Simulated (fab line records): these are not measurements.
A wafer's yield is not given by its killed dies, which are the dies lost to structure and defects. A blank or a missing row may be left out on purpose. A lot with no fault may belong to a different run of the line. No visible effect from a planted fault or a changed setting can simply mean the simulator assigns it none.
Which of the tools did it?    flow n5Finfet    10 lots, 30 wafers sampled, at 4 steps of a route of 1938

## WHAT THE GAUGES SHOWED, per wafer
N5_BEOL_M6_RS_MEAS_57: measures by four-point-probe. Usual: M6_RS gives 0.289 ohm/sq (standard deviation 0.0087).
lot   measured      on            M6_RS (ohm/sq)     flag
L221  day 9 00:45   filmMetro-01  0.301 0.301 0.292  
L222  day 9 03:59   filmMetro-02  0.291 0.283 0.297  
L230  day 11 10:56  filmMetro-02  0.296 0.293 0.281  
L231  day 11 14:30  filmMetro-02  0.300 0.298 0.302  
L232  day 11 19:29  filmMetro-01  0.302 0.291 0.277  
L234  day 12 03:06  filmMetro-01  0.305 0.298 0.285  
L237  day 12 17:29  filmMetro-02  0.263 0.291 0.280  
L243  day 14 07:28  filmMetro-02  0.283 0.296 0.291  
L240  day 14 08:44  filmMetro-02  0.277 0.291 0.275  
L242  day 15 06:50  filmMetro-02  0.285 0.277 0.297  

N5_BEOL_M7_THK_MEAS_01. Usual: M7_ILD_THK gives 156.0 nm (standard deviation 2.1).
lot   measured      on            M7_ILD_THK (nm)    flag
L221  day 9 01:26   filmMetro-02  153.1 155.4 156.5  
L222  day 9 04:38   filmMetro-01  155.3 156.1 158.2  
L230  day 11 11:34  filmMetro-01  164.5 164.3 166.5  OFF
L231  day 11 15:08  filmMetro-01  164.8 166.7 169.0  OFF
L232  day 11 20:07  filmMetro-02  154.2 156.8 158.1  
L234  day 12 03:44  filmMetro-01  152.9 156.0 157.2  
L237  day 12 18:07  filmMetro-02  153.3 159.0 155.6  
L243  day 14 08:06  filmMetro-02  151.8 152.3 154.4  
L240  day 14 09:22  filmMetro-02  151.1 153.7 156.5  
L242  day 15 07:28  filmMetro-02  152.0 154.0 158.9  

## WHAT TOOL EACH LOT RAN ON (gives the tool, then ch and the chambers of the sampled wafers, and finally the start)
lot   N5_BEOL_M6_SPUTTER_48        N5_BEOL_M7_ILD_DEP_00
L221  pvdSputter-01, day 8 23:43   pecvd-02 ch 0,1, day 9 00:49
L222  pvdSputter-03, day 9 03:03   pecvd-03 ch 0,2, day 9 04:03
L230  pvdSputter-01, day 11 10:00  pecvd-03 ch 0,1,2, day 11 11:00
L231  pvdSputter-01, day 11 13:33  pecvd-03 ch 0,1, day 11 14:34
L232  pvdSputter-01, day 11 18:32  pecvd-01 ch 0,1,2, day 11 19:32
L234  pvdSputter-03, day 12 02:10  pecvd-01 ch 1,2, day 12 03:10
L237  pvdSputter-01, day 12 16:31  pecvd-02 ch 0,1,2, day 12 17:32
L243  pvdSputter-03, day 14 06:32  pecvd-02 ch 0,1, day 14 07:32
L240  pvdSputter-03, day 14 07:26  pecvd-02 ch 0,2, day 14 08:48
L242  pvdSputter-02, day 15 05:43  pecvd-01 ch 0,2, day 15 06:53
- N5_BEOL_M6_SPUTTER_48: material Cu, target thk 10 nm, time 1.667 s.
- N5_BEOL_M7_ILD_DEP_00: deposits SiCOH lowk from DEMS/porogen, target thk 179.75 nm, time 33.4 s.

## WHAT THE TOOLS THEMSELVES READ (means of the sampled wafers that have a number; where no wafer has one, the mark that the record gives instead)
N5_BEOL_M6_SPUTTER_48. Usual: cathodeDcPowerW 25999 W, standard deviation 5.3; chamberPressurePa 0.13001 Pa, standard deviation 0.00026; chuckSensorTempC -16.1 C, standard deviation 0.41; throttleValvePct 30.1 %, standard deviation 1.1.
lot   tool           cathodeDcPowerW (W)  chamberPressurePa (Pa)  chuckSensorTempC (C)  throttleValvePct (%)  flag
L221  pvdSputter-01  26004                0.13001                 -16.2                 28.9                  
L222  pvdSputter-03  26003                0.13010                 -16.0                 30.1                  
L230  pvdSputter-01  26003                0.12995                 -16.4                 29.2                  
L231  pvdSputter-01  26000                0.12994                 -16.5                 29.7                  
L232  pvdSputter-01  26000                0.12990                 -16.2                 30.4                  
L234  pvdSputter-03  25996                0.12989                 -16.2                 30.8                  
L237  pvdSputter-01  26003                0.12993                 -16.2                 29.3                  
L243  pvdSputter-03  26006                0.12981                 -16.2                 30.7                  
L240  pvdSputter-03  25999                0.13014                 -16.3                 30.7                  
L242  pvdSputter-02  26000                0.12992                 -15.9                 31.3                  

N5_BEOL_M7_ILD_DEP_00. Usual: heaterPowerW 318 W, standard deviation 58; showerheadPlenumPTorr 5.741 Torr, standard deviation 0.016; susceptorTempC 299.98 C, standard deviation 0.19; throttleValvePct 14.1 %, standard deviation 0.89.
lot   tool      heaterPowerW (W)  showerheadPlenumPTorr (Torr)  susceptorTempC (C)  throttleValvePct (%)  flag
L221  pecvd-02  294               5.753                         300.07              14.9                  
L222  pecvd-03  264               5.731                         300.04              13.9                  
L230  pecvd-03  272               5.741                         291.35              14.2                  OFF
L231  pecvd-03  308               5.751                         291.03              14.8                  OFF
L232  pecvd-01  354               5.744                         300.01              13.8                  
L234  pecvd-01  382               5.738                         300.05              13.9                  
L237  pecvd-02  317               5.743                         299.80              14.4                  
L243  pecvd-02  310               5.746                         299.77              14.8                  
L240  pecvd-02  316               5.744                         299.99              14.2                  
L242  pecvd-01  321               5.731                         299.97              13.4                  

## THE ANSWER, worked out from the rows above alone
Rule: lot off if the mean of its wafers having a number is beyond 3 standard deviations from the usual mean. Also off: a lot with no number at a reading for which 4 or more lots have one. The other lots that the step has rows for count as sound. First the gauges in route order, then the tools' own readings, where a lot's mean is used as printed above. At the first step where some lot is off, the reading lying furthest off is the one used; lots without a number count as furthest.
Off: at N5_BEOL_M7_THK_MEAS_01 (M7_ILD_THK), L230, L231.
If a tool, at a process step before that reading, ran all the lots that are off and no sound lot after the first of them, it fits. The gauges at N5_BEOL_M7_THK_MEAS_01 aren't tried: what is off there is off at N5_BEOL_M7_ILD_DEP_00 too, on other tools, and a gauge's error can't cause that. One fits: N5_BEOL_M7_ILD_DEP_00 on pecvd-03. Its last sound lot is L222 (day 9 04:03), its first lot that is off L230 (day 11 11:00): a fault that began between those two fits.
The tool's own readings at N5_BEOL_M7_ILD_DEP_00 bear it out: on the lots that are off they differ by more than 5 times the standard deviation of the sound lots' means. susceptorTempC reads 291.19 C there against 299.96 C on the sound lots.

## WHAT HAD BEEN PUT IN BY THE SIMULATOR
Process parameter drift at N5_BEOL_M7_ILD_DEP_00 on pecvd-03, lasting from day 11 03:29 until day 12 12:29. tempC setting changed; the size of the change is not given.
Lots struck among those shown: L230, L231. The same result came from the rule above.
